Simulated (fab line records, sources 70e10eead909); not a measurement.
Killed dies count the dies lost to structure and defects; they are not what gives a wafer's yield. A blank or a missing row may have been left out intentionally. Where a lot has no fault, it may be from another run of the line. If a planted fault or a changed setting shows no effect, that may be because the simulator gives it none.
fab line records	flow nand-harc
record: lots: 7	wafers: 21	last-day: 32
route steps=1302 shown A_CONTACT@1102 A_BLC@1107 END@1302
lots that met no fault: taken from a fault-free run of the same line
start-h: start of the lot's first displayed wafer, in hours after the record's first day	wait-h: hours since the lot's step before	" as in the row above	L1.1+2: one row covering several wafers at once	- no value present, or no start provided	* or withheld: withheld	< > ~ a bound
route shown NAME@n: NAME is a module with steps in the file, n the number in the route of the first one	usual: the fault-free wafers' mean and standard deviation	same: alike in all rows	chamber/n: place in a boat	sites: readings site by site	_std_site: their standard deviation	_edge_site: mean of outer sites minus mean of inner sites	radius-mm: for every site, how far away it sits from the centre of the wafer	mask NAME#n: copy n	behind: the last tool/chamber to shape the wafer	hold: reason for holding the lot/hours on hold/outcome of the hold	device: whichever transistor did not switch (one of n, p or np)	end of line: the tests these same wafers got at the end of their route	where a step has no rows: the recipe by itself	killed: at the first sort, the dies lost to defects and structure; wafer yield is something else	map: shows each die of a wafer: x if killed, . if not, _ if none is there
set.NAME: the run value of the setting; set.NAME@STEP: its run value at that earlier step	model.NAME: the simulator's own value behind a step, which no gauge read
lots at selected steps of the route; one table per step, one row per wafer
services: from which hour (start-h, from the record's first day; less than 0 if before it) a tool's chamber was out of use, for how many hours, and why
== steps ==
step: NHARC_A_CONTACT_CVD_19
recipe: target-thk-a: 3000	temp-c: 300	pressure-torr: 40	wf6-flow-sccm: 40	h2-flow-sccm: 1600	ar-flow-sccm: 1560	time-s: 802	material: W
usual: heater-power-w: 470/91	throttle-valve-pct: 8.0/0.31
lot.wafer	tool	chamber	start-h	wait-h	heater-power-w	throttle-valve-pct
L651.4	cvd-w-02	1	-	-	555	8.1
L651.3	"	0	"	"	581	7.7
L651.5	"	0	"	"	572	7.6
L652.2	cvd-w-02	0	-	-	585	7.6
L652.3	"	1	"	"	558	8.2
L652.6	"	1	"	"	557	7.9
L658.2	cvd-w-02	0	-	-	576	7.8
L658.3	"	0	"	"	578	7.8
L658.6	"	0	"	"	571	7.6
L659.1	cvd-w-02	1	-	-	550	8.0
L659.2	"	0	"	"	558	7.7
L659.6	"	1	"	"	563	8.2
L663.2	cvd-w-01	1	-	-	434	8.5
L663.5	"	0	"	"	349	8.3
L663.6	"	1	"	"	414	8.3
L670.4	cvd-w-01	0	-	-	345	8.2
L670.3	"	1	"	"	434	8.1
L670.6	"	0	"	"	346	8.1
L674.2	cvd-w-01	1	-	-	436	8.1
L674.4	"	0	"	"	342	8.1
L674.6	"	0	"	"	343	8.1
step: NHARC_A_CONTACT_CMP_20
recipe: t-overpolish-s: 30	target-thk-nm: 300
usual: motor-current-A: 11.6/1	overpolish-run-s: 29.999/0.0085	slurry-filter-dp-kPa: 13.50/0.14	time-to-endpoint-s: 59/3.9
same: t-overpolish-s: 30
lot.wafer	tool	chamber	start-h	wait-h	motor-current-A	overpolish-run-s	slurry-filter-dp-kPa	time-to-endpoint-s
L651.4	cmp-04	1	519.69	0.6	12.1	29.999	13.20	62
L651.3	"	2	"	"	13.2	30.004	13.64	57
L651.5	"	3	"	"	10.5	29.998	13.72	52
L652.3	cmp-03	0	540.29	0.4	11.7	30.005	13.41	65
L652.2	"	1	"	"	10.0	30.001	13.77	59
L652.6	"	2	"	"	12.1	29.991	13.31	62
L658.3	cmp-03	2	589.68	0.4	12.3	30.001	13.63	65
L658.2	"	3	"	"	11.9	30.001	13.55	61
L658.6	"	1	"	"	10.5	29.994	13.54	64
L659.1	cmp-04	2	595.01	0.8	13.9	30.013	13.46	60
L659.2	"	1	"	"	11.3	29.989	13.58	67
L659.6	"	2	"	"	14.2	29.983	13.69	60
L663.2	cmp-03	0	648.83	0.7	12.8	30.005	13.56	62
L663.5	"	2	"	"	11.8	30.005	13.36	64
L663.6	"	3	"	"	11.8	29.997	13.68	59
L670.3	cmp-01	1	695.95	0.4	10.2	29.996	13.23	68
L670.4	"	2	"	"	11.7	29.997	13.56	58
L670.6	"	0	"	"	11.4	30.005	13.58	58
L674.2	cmp-03	2	721.37	0.6	11.4	30.010	13.60	57
L674.4	"	1	"	"	11.0	29.989	13.43	56
L674.6	"	2	"	"	11.4	29.991	13.44	56
step: NHARC_A_CONTACT_SRD_22
step: NHARC_A_CONTACT_INSPECT_23
usual: raw-defect-count: 521/130
lot.wafer	tool	chamber	start-h	wait-h	raw-defect-count
L651.3	defect-inspect-01	-	520.05	0.1	606
L651.4	"	-	"	"	584
L651.5	"	-	"	"	520
L652.2	defect-inspect-01	-	540.65	0.1	332
L652.3	"	-	"	"	347
L652.6	"	-	"	"	309
L658.2	defect-inspect-02	-	590.03	0.1	403
L658.3	"	-	"	"	435
L658.6	"	-	"	"	428
L659.1	defect-inspect-02	-	595.41	0.1	352
L659.2	"	-	"	"	356
L659.6	"	-	"	"	451
L663.2	defect-inspect-01	-	649.18	0.1	537
L663.5	"	-	"	"	444
L663.6	"	-	"	"	467
L670.3	defect-inspect-02	-	696.34	0.1	624
L670.4	"	-	"	"	536
L670.6	"	-	"	"	506
L674.2	defect-inspect-02	-	721.77	0.1	557
L674.4	"	-	"	"	717
L674.6	"	-	"	"	649
step: NHARC_A_BLC_DEHYDRATE_00
recipe: temp-c: 150	time-s: 120
step: NHARC_A_BLC_HMDS_01
recipe: time-s: 30
step: NHARC_A_BLC_COAT_02
recipe: temp-c: 260	time-s: 75
step: NHARC_A_BLC_COAT_03
recipe: temp-c: 225	time-s: 65
step: NHARC_A_BLC_COAT_04
recipe: spin-rpm: 1500	resist-thk-nm: 90
step: NHARC_A_BLC_SOFTBAKE_05
recipe: temp-c: 105	time-s: 55
step: NHARC_A_BLC_EBR_06
step: NHARC_A_BLC_EXPOSE_07
recipe: na: 1.35	target-cd-nm: 100	dose-mj: 67.97	mask-id: A_BLC
usual: stage-vel-mm-s: 499.95/0.26
lot.wafer	tool	chamber	start-h	wait-h	mask	stage-vel-mm-s	model.A_BLC.overlay-x-nm
L651.3	arfi-scanner-02	0	520.43	-	A_BLC#0	500.06	-0.4245
L651.4	"	0	"	"	A_BLC#0	499.81	-0.4245
L651.5	"	0	"	"	A_BLC#0	500.01	-0.4245
L652.2	arfi-scanner-02	0	541.02	-	A_BLC#0	500.13	-0.7901
L652.3	"	0	"	"	A_BLC#0	500.27	-0.7901
L652.6	"	0	"	"	A_BLC#0	500.36	-0.7901
L658.2	arfi-scanner-02	0	590.40	-	A_BLC#0	500.06	34.3
L658.3	"	0	"	"	A_BLC#0	500.08	34.3
L658.6	"	0	"	"	A_BLC#0	500.32	34.3
L659.1	arfi-scanner-02	0	595.66	-	A_BLC#0	499.85	33.55
L659.2	"	0	"	"	A_BLC#0	499.96	33.55
L659.6	"	0	"	"	A_BLC#0	499.98	33.55
L663.2	arfi-scanner-02	0	649.55	-	A_BLC#0	499.99	33.32
L663.5	"	0	"	"	A_BLC#0	500.12	33.32
L663.6	"	0	"	"	A_BLC#0	499.51	33.32
L670.3	arfi-scanner-01	0	696.71	-	A_BLC#0	500.16	0.5713
L670.4	"	0	"	"	A_BLC#0	500.08	0.5713
L670.6	"	0	"	"	A_BLC#0	500.23	0.5713
L674.2	arfi-scanner-03	0	722.14	-	A_BLC#0	499.92	-0.4908
L674.4	"	0	"	"	A_BLC#0	499.75	-0.4908
L674.6	"	0	"	"	A_BLC#0	499.48	-0.4908
step: NHARC_A_BLC_PEB_08
recipe: peb-temp-c: 100	peb-time-s: 65
step: NHARC_A_BLC_DEVELOP_09
recipe: develop-time-s: 35	dev-temp-c: 23
step: NHARC_A_BLC_CD_MEAS_10
recipe: target-cd-nm: 100	landing-energy-ev: 500
usual: cd-nm: 99.9/0.85
lot.wafer	tool	chamber	start-h	wait-h	cd-nm
L651.3	cd-sem-03	0	520.56	-	98.8
L651.4	"	0	"	"	98.2
L651.5	"	0	"	"	99.1
L652.2	cd-sem-03	0	541.17	-	101.0
L652.3	"	0	"	"	99.7
L652.6	"	0	"	"	100.8
L658.2	cd-sem-01	0	590.55	-	99.1
L658.3	"	0	"	"	99.2
L658.6	"	0	"	"	99.9
L659.1	cd-sem-01	0	595.80	-	100.9
L659.2	"	0	"	"	99.7
L659.6	"	0	"	"	99.7
L663.2	cd-sem-02	0	649.69	-	100.7
L663.5	"	0	"	"	99.9
L663.6	"	0	"	"	100.7
L670.3	cd-sem-03	0	696.85	-	98.7
L670.4	"	0	"	"	100.5
L670.6	"	0	"	"	99.1
L674.2	cd-sem-01	0	722.28	-	98.9
L674.4	"	0	"	"	100.0
L674.6	"	0	"	"	99.4
step: NHARC_A_BLC_OVL_MEAS_11
usual: overlay-x-nm: -0.1/0.69	overlay-y-nm: -0.1/0.6
lot.wafer	tool	chamber	start-h	wait-h	overlay-x-nm	overlay-y-nm
L651.3	overlay-02	-	520.65	-	0.0	-0.8
L651.4	"	-	"	"	-0.3	-0.6
L651.5	"	-	"	"	0.0	-1.0
L652.2	overlay-01	-	541.25	-	-0.5	-0.8
L652.3	"	-	"	"	-1.0	-0.6
L652.6	"	-	"	"	-0.7	-0.8
L658.2	overlay-01	-	590.63	-	34.7	0.0
L658.3	"	-	"	"	34.0	-0.4
L658.6	"	-	"	"	34.4	-0.1
L659.1	overlay-01	-	595.88	-	33.5	-0.5
L659.2	"	-	"	"	33.5	-0.8
L659.6	"	-	"	"	33.6	-0.5
L663.2	overlay-01	-	649.77	-	33.6	0.4
L663.5	"	-	"	"	33.4	0.3
L663.6	"	-	"	"	33.7	-0.2
L670.3	overlay-02	-	696.93	-	0.7	0.4
L670.4	"	-	"	"	0.4	0.2
L670.6	"	-	"	"	0.8	0.4
L674.2	overlay-01	-	722.37	-	-0.7	0.5
L674.4	"	-	"	"	-1.0	0.3
L674.6	"	-	"	"	-0.4	0.7
step: NHARC_A_BLC_INSPECT_12
usual: raw-defect-count: 87/36
lot.wafer	tool	chamber	start-h	wait-h	raw-defect-count
L651.3	defect-inspect-01	-	520.68	0.0	72
L651.4	"	-	"	"	72
L651.5	"	-	"	"	48
L652.2	defect-inspect-02	-	541.29	0.0	22
L652.3	"	-	"	"	32
L652.6	"	-	"	"	26
L658.2	defect-inspect-02	-	590.67	0.0	74
L658.3	"	-	"	"	74
L658.6	"	-	"	"	67
L659.1	defect-inspect-01	-	595.92	0.0	23
L659.2	"	-	"	"	39
L659.6	"	-	"	"	35
L663.2	defect-inspect-01	-	649.81	0.0	68
L663.5	"	-	"	"	98
L663.6	"	-	"	"	88
L670.3	defect-inspect-01	-	696.97	0.0	106
L670.4	"	-	"	"	103
L670.6	"	-	"	"	105
L674.2	defect-inspect-02	-	722.42	0.1	103
L674.4	"	-	"	"	115
L674.6	"	-	"	"	109
step: NHARC_END_SORT_01
recipe: temp-c: 25
usual: killed-at-array: 56/19	killed-at-other: 0.6/1	killed-at-periphery: 3.9/2.7	killed-dies: 61/19	killed-open: 3.3/1.9	killed-short: 2.4/1.7
same: gross-dies: 677
lot.wafer	tool	chamber	start-h	wait-h	killed-at-array	killed-at-other	killed-at-periphery	killed-dies	killed-open	killed-short
L659.2	prober-02	0	638.85	2.8	32	0	4	36	4	1
killed by level:class
L659.2 A_CHANNEL_HOLE_D2:chamber-film-flake=8 A_DECK1_JOINT:chamber-film-flake=5 A_CHANNEL_HOLE_D1:chamber-film-flake=4 A_SLIT:chamber-film-flake=4 P_GATE:chamber-film-flake=3 A_CHANNEL_FILL_D2:geometric-particle:open=2 A_WL_FILL:chamber-film-flake=2 A_BLC:chamber-film-flake=2
== services ==
tool	chamber	start-h	hours	kind
cmp-04	-	503.78	4.0	pm
arfi-scanner-03	-	505.50	0.9	repair
cmp-01	-	513.02	7.0	repair
arfi-scanner-03	-	538.18	1.1	repair
arfi-scanner-03	-	540.00	4.0	pm
cvd-w-01	-	547.00	13.0	pm
cmp-03	-	561.21	4.0	pm
cmp-03	-	573.55	0.3	repair
cmp-01	-	577.61	4.0	pm
arfi-scanner-01	-	596.00	4.0	pm
cmp-04	-	601.78	4.0	pm
cmp-03	-	611.68	0.8	repair
cmp-01	-	616.72	2.1	repair
cvd-w-02	-	631.00	13.0	pm
cmp-03	-	634.91	1.9	repair
cmp-04	-	637.45	1.7	repair
arfi-scanner-02	-	643.59	3.0	repair
arfi-scanner-02	-	656.00	4.0	pm
cmp-03	-	659.21	4.0	pm
cvd-w-01	-	662.00	1.0	repair
cvd-w-01	1	687.74	5.1	repair
cmp-04	-	699.85	4.0	pm
arfi-scanner-02	-	700.63	1.0	repair
cmp-03	-	707.60	0.9	repair
== key ==
first-sign: step: NHARC_A_BLC_OVL_MEAS_11	reading: overlay-x-nm	direction: up	sigmas: 49	usual: -0.1	struck: 33.8
effect none on later readings
model-effect: step: NHARC_A_BLC_EXPOSE_07	value: A_BLC.overlay-x-nm	without: 0.08664	struck: 33.72
met-at NHARC_A_BLC_EXPOSE_07
struck-wafers L658.2,L658.3,L658.6,L659.1,L659.2,L659.6,L663.2,L663.5,L663.6
tester-left-out L658,L659,L663
onset-between 541.02 590.40
fault: kind: scanner-matching-overlay	tool: arfi-scanner-02	chamber: -	onset-h: 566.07	steps: NHARC_A_BLC_EXPOSE_07	offset: 33.638
tester-left-out: of these lots the tester's yield and bins aren't shown, on N5 and GAA mostly nor the transistor test; their killed dies are dies lost to structure and defects alone, not to doping, threshold or leakage, so they don't give the yield
